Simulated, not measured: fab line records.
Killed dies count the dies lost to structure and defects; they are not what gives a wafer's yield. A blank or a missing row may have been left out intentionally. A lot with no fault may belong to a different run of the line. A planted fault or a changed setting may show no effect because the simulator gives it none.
Problem report, 8D (eight disciplines) form, completed by code :: flow nand harc :: the parts of the form that need people (team, actions taken, sign-off) are left out

1. THE ISSUE
Wafers without a fault read 999 nm, standard deviation 7.9; thk nm at NHARC_A_ONON_D1_THK_MEAS_11 reads a mean of 1046 nm on 6 wafers belonging to 2 lots. Relative to the usual mean, that is a shift of +6.0 standard deviations.
The step: measures by ellipsometry.
The first sign was on wafer L648.2 at day 10 16:41, on film metro-02. At this step, 42 wafers from 14 lots have a number in the record. Rule for "out", or "out of limits": more than 4 standard deviations from the usual mean. The other wafers with a number count as sound.

2. WHAT IT IS; WHAT IT IS NOT
question: which readings at this step
is: thk nm
is not: -

question: which lots
is: L646, L648
is not: L635, L636, L637, L640, L642, L649, L650, L651, L653, L655, L656, L657

question: which wafers of those lots
is: all that have a number
is not: -

question: read on which gauges
is: film metro-01, film metro-02
is not: -

question: when
is: from day 10 16:41
is not: up to then (15 sound wafers); but 21 sound wafers of L649, L650, L651, L653, L655, L656, L657 came after

3. SUSPECTS, AND WHAT RULES EACH OUT
Counting: a tool at any process step up to the reading remains a suspect when it ran all the lots that are out and ran no sound lot after the first of those.
- the gauge at NHARC_A_ONON_D1_THK_MEAS_11 has been ruled out. 2 gauges (film metro-01, film metro-02) read the wafers that are out.
- pvd sputter-01 at NHARC_P_BONDPAD_PVD_17 (deposits TaN, target thk 5 nm, time 8.06 s): ruled out as a lasting fault. Following L648 (day 9 14:35), the first lot on it that is out, the sound lots L653, L656, L657 were run on it. Because NHARC_P_BONDPAD_PVD_17 lacks a start for some lots, the hours and order of its lots are taken from NHARC_P_BONDPAD_INSPECT_23.
- pecvd onon-01 at NHARC_A_ONON_D1_DEP_09 (target thk 1000 nm): ruled out as a lasting fault. Following L648 (day 10 16:14), the first lot on it that is out, the sound lots L657 were run on it.
Left after counting: nothing in the record.

4. THE CAUSE (what the simulator had put in)
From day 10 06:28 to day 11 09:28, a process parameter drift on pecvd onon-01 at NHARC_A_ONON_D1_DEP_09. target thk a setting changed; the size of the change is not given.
Counting ruled it out, wrongly: the rule takes a fault to strike every lot that its tool runs from its start on, and this one did not.

5. SEQUENCE OF EFFECTS, ordered by route
One row per reading whose mean, taken over the struck wafers that have a number, lies over 3 standard deviations from the usual. Only readings whose record carries a usual standard deviation are examined. hours: median over the lots of the time between each lot's start at the first step of this table that gives one and its start at this step. sigmas: the change, counted in usual standard deviations.
hours: 0
step: NHARC_A_ONON_D1_THK_MEAS_11
reading: thk nm
usual: 999 nm
on struck wafers: 1046
change: +47
sigmas: +6.0

hours: 274
step: NHARC_END_SORT_01
reading: killed at array
usual: 28
on struck wafers: 326
change: +298
sigmas: +27

hours: 274
step: NHARC_END_SORT_01
reading: killed dies
usual: 32
on struck wafers: 331
change: +299
sigmas: +27

6. HOW IT WOULD HAVE BEEN CAUGHT EARLIER
Counted from the fault's start at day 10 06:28, it took 10 hours until the first out-of-limits reading at a measuring or inspecting step in this record, taken at day 10 16:41.
